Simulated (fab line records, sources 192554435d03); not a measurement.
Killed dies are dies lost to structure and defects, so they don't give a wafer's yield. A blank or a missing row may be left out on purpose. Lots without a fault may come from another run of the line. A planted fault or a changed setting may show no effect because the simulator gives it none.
Chamber matching | flow n5_finfet | N5_DUMMY_GATE_ETCH_36 on rie_diel-03: 4 sister chambers
The step etches SiARC in CF4, target depth 13 nm. 8 wafers are shown with their chamber, then 9 later ones without.

WAFERS WITH THEIR CHAMBER
wafer  | chamber | showerhead_plenum_p_Torr (Torr) | drypump_motor_current_A (A)
L078.5 | 0       | 2.28                            | 5.3
L084.1 | 3       | 2.21                            | 5.9
L084.5 | 1       | 2.26                            | 6.0
L088.5 | 3       | 2.20                            | 5.9
L088.6 | 2       | 2.06                            | 5.2
L093.1 | 1       | 2.26                            | 6.0
L093.2 | 0       | 2.27                            | 5.2
L093.3 | 2       | 2.05                            | 5.2

WAFERS WITHOUT THEIR CHAMBER
wafer  | showerhead_plenum_p_Torr (Torr) | drypump_motor_current_A (A)
L094.4 | 2.05                            | 5.2
L094.5 | 2.20                            | 5.9
L094.6 | 2.27                            | 5.2
L095.2 | 2.26                            | 6.0
L095.4 | 2.20                            | 5.9
L095.5 | 2.05                            | 5.2
L096.1 | 2.05                            | 5.2
L096.2 | 2.27                            | 5.3
L096.4 | 2.20                            | 5.9

WHICH CHAMBER EACH WENT THROUGH
wafer  | from the rows above | in truth
L094.4 | 2                   | 2
L094.5 | 3                   | 3
L094.6 | 0                   | 0
L095.2 | 1                   | 1
L095.4 | 3                   | 3
L095.5 | 2                   | 2
L096.1 | 2                   | 2
L096.2 | 0                   | 0
L096.4 | 3                   | 3
Placed correctly: 9 of 9. Can't be placed from these rows: 0. Placed wrongly: 0.
How it was worked out, from the rows above alone: a wafer's distance from a chamber is the root of the sum, over the readings, of the square of ((its reading less the chamber's mean) divided by the reading's scatter). The wafer belongs to the nearest chamber; if the next one is less than 2 further off, it can't be placed. A chamber's mean is the mean of its shown wafers. The scatter: the root of (the sum of the squares of (reading less its chamber's mean) over the shown wafers, divided by (wafers less chambers)).
